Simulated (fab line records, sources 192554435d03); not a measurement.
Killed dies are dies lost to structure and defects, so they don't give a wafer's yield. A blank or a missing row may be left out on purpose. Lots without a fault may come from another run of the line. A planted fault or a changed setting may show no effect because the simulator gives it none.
One fault seen from 2 desks | flow n5_finfet | each desk has only its own numbers; what lay behind them comes last

THE METROLOGY DESK
What the gauges read, lot by lot, whatever tool the lot ran on: means of the sampled wafers that have a number. A lot is out of limits, marked OUT, if its mean lies more than 4 standard deviations from the usual mean; the brackets give that distance. Of its 10 readings 7 are shown: those that lie furthest out on some lot.
Columns: A = DIBL_N at N5_BEOL_M4_RC_MEAS_101, usual 35.8 mV/V; B = DIBL_P at N5_BEOL_M4_RC_MEAS_101, usual 35.3 mV/V; C = IOFF_N at N5_BEOL_M4_RC_MEAS_101, usual 0.150 nA/um; D = IOFF_P at N5_BEOL_M4_RC_MEAS_101, usual 0.194 nA/um; E = ION_P at N5_BEOL_M4_RC_MEAS_101, usual 456 uA/um; F = SS_P at N5_BEOL_M4_RC_MEAS_101, usual 73.1 mV/dec; G = VT_N at N5_BEOL_M4_RC_MEAS_101, usual 251 mV
lot  | first seen here | A    | B    | C     | D     | E   | F    | G
L772 | day 9 17:53     | 34.9 | 35.1 | 0.136 | 0.173 | 458 | 73.0 | 254
L777 | day 11 08:04    | 33.3 | 32.5 | 0.116 | 0.147 | 448 | 72.4 | 255
L783 | day 12 22:44    | 36.2 | 36.0 | 0.145 | 0.214 | 458 | 72.9 | 252
L785 | day 12 22:57    | 36.0 | 34.5 | 0.150 | 0.180 | 454 | 73.1 | 251
L788 | day 14 01:35    | 35.0 | 34.1 | 0.127 | 0.183 | 453 | 73.1 | 254
L787 | day 14 01:52    | 36.1 | 36.6 | 0.155 | 0.214 | 460 | 73.8 | 248
L790 | day 14 15:12    | 36.7 | 35.5 | 0.161 | 0.174 | 447 | 73.7 | 251
L789 | day 14 15:55    | 36.9 | 34.8 | 0.155 | 0.178 | 455 | 72.6 | 249
L792 | day 15 02:43    | 33.5 | 32.6 | 0.128 | 0.156 | 450 | 72.3 | 252
L794 | day 15 11:44    | 37.0 | 35.5 | 0.168 | 0.218 | 463 | 73.4 | 249
This desk's finding: nothing out of limits on any of the 10 lots.

THE TOOL OWNER'S DESK: ald_metal-01
The tool's own readings at N5_HKMG_FIN_ALD_21 (deposits TiN, target thk 1.5 nm, pulse time 1 s, purge time 3 s): means of the sampled wafers that have a number, for each lot that ran on this tool. A lot is out of limits, marked OUT, if its mean lies more than 4 standard deviations from the usual mean; the brackets give that distance.
Columns: A = heater_power_outer_w at N5_HKMG_FIN_ALD_21, usual 539 W; B = heater_power_w at N5_HKMG_FIN_ALD_21, usual 853 W; C = precursor_pulse_height_rel at N5_HKMG_FIN_ALD_21, usual 1.000
lot  | first seen here | A   | B   | C
L772 | day 4 09:23     | 471 | 799 | 0.994
L783 | day 7 08:46     | 473 | 824 | 1.025
L785 | day 7 15:31     | 502 | 850 | 1.003
This desk's finding: nothing out of limits on any of the 3 lots.

PUT TOGETHER
The metrology desk saw nothing out of limits.
The tool owner's desk saw nothing out of limits.

WHAT THE SIMULATOR HAD PUT IN
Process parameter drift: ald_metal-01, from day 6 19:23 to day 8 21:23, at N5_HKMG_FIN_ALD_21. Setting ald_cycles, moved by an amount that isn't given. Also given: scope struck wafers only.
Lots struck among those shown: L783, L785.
